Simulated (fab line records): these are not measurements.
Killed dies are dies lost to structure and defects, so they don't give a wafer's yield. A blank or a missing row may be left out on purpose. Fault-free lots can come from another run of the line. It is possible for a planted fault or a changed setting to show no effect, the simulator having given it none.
Which tool did it?	flow n5-finfet	11 lots, 33 wafers sampled, at 4 steps of a route of 1938

## WHAT THE GAUGES SHOWED, per wafer
N5_BEOL_M11_INSPECT_58: inspects for defects (darkfield).
lot	measured	on	raw-defect-count
L507	day 10 08:53	defect-inspect-01	59 57 44
L510	day 11 11:20	defect-inspect-01	84 71 42
L512	day 11 17:11	defect-inspect-02	58 48 51
L513	day 11 22:25	defect-inspect-01	54 47 37
L514	day 12 20:02	defect-inspect-02	70 71 67
L516	day 13 13:53	defect-inspect-02	79 60 94
L521	day 14 18:37	defect-inspect-02	81 87 68
L524	day 15 08:56	defect-inspect-01	63 73 73
L525	day 15 12:57	defect-inspect-02	91 62 76
L526	day 15 19:05	defect-inspect-02	75 89 52
L530	day 17 16:11	defect-inspect-01	141 73 63

## WHICH TOOL RAN EACH LOT (tool, then ch and the chambers of the sampled wafers, then the start)
lot	N5_BEOL_M11_TRENCH_ETCH_37	N5_BEOL_M11_PRE_CLEAN_45	N5_BEOL_M11_SPUTTER_48
L507	rie-diel-04 ch 0,3, day 10 07:00 or earlier	pvd-sputter-02, day 10 07:00	pvd-sputter-02, day 10 07:42
L510	rie-diel-03 ch 1,2,3, day 11 09:01 or earlier	pvd-sputter-02, day 11 09:01	pvd-sputter-03, day 11 09:59
L512	rie-diel-05 ch 0,1, day 11 15:36 or earlier	pvd-sputter-03, day 11 15:36	pvd-sputter-01, day 11 16:10
L513	rie-diel-03 ch 0,2,3, day 11 19:47 or earlier	pvd-sputter-03, day 11 19:47	pvd-sputter-02, day 11 21:06
L514	rie-diel-03 ch 0,1,3, day 12 17:32 or earlier	pvd-sputter-01, day 12 17:32	pvd-sputter-02, day 12 19:01
L516	rie-diel-03 ch 1,2,3, day 13 12:16 or earlier	pvd-sputter-02, day 13 12:16	pvd-sputter-02, day 13 12:52
L521	rie-diel-04 ch 0,1, day 14 15:16 or earlier	pvd-sputter-03, day 14 15:16	pvd-sputter-02, day 14 17:29
L524	rie-diel-05 ch 0,2, day 15 07:16 or earlier	pvd-sputter-03, day 15 07:16	pvd-sputter-02, day 15 07:55
L525	rie-diel-05 ch 0,1, day 15 10:48 or earlier	pvd-sputter-03, day 15 10:48	pvd-sputter-03, day 15 11:43
L526	rie-diel-05 ch 1,2, day 15 16:59 or earlier	pvd-sputter-01, day 15 16:59	pvd-sputter-01, day 15 17:45
L530	rie-diel-04 ch 2,3, day 17 14:10 or earlier	pvd-sputter-02, day 17 14:10	pvd-sputter-01, day 17 15:11
- N5_BEOL_M11_TRENCH_ETCH_37: etches SiCOH lowk in C4F6/O2, target depth 148.83 nm, time 48 s.
- N5_BEOL_M11_PRE_CLEAN_45: time 30 s.
- N5_BEOL_M11_SPUTTER_48: material Cu, target thk 12 nm, time 2 s.

## THE ANSWER, worked out from the rows above alone
Rule: usual is defined by the lots themselves. Put in order of their means at a reading, lots are off if they are a third of the lots or fewer, leave a main group of 4 or more, and stand apart from it by a gap of 3 or more times the standard deviation of the main group's means; of several such gaps the widest counts. A main group whose means are all the same, to the digits that the tables above print for the reading, isn't used. Also off: a lot with no number at a reading for which 4 or more lots have one. All remaining lots with rows at the step are treated as sound.
No lot is off at any reading shown: from this, nothing can be told.

## WHAT THE SIMULATOR HAD PUT IN
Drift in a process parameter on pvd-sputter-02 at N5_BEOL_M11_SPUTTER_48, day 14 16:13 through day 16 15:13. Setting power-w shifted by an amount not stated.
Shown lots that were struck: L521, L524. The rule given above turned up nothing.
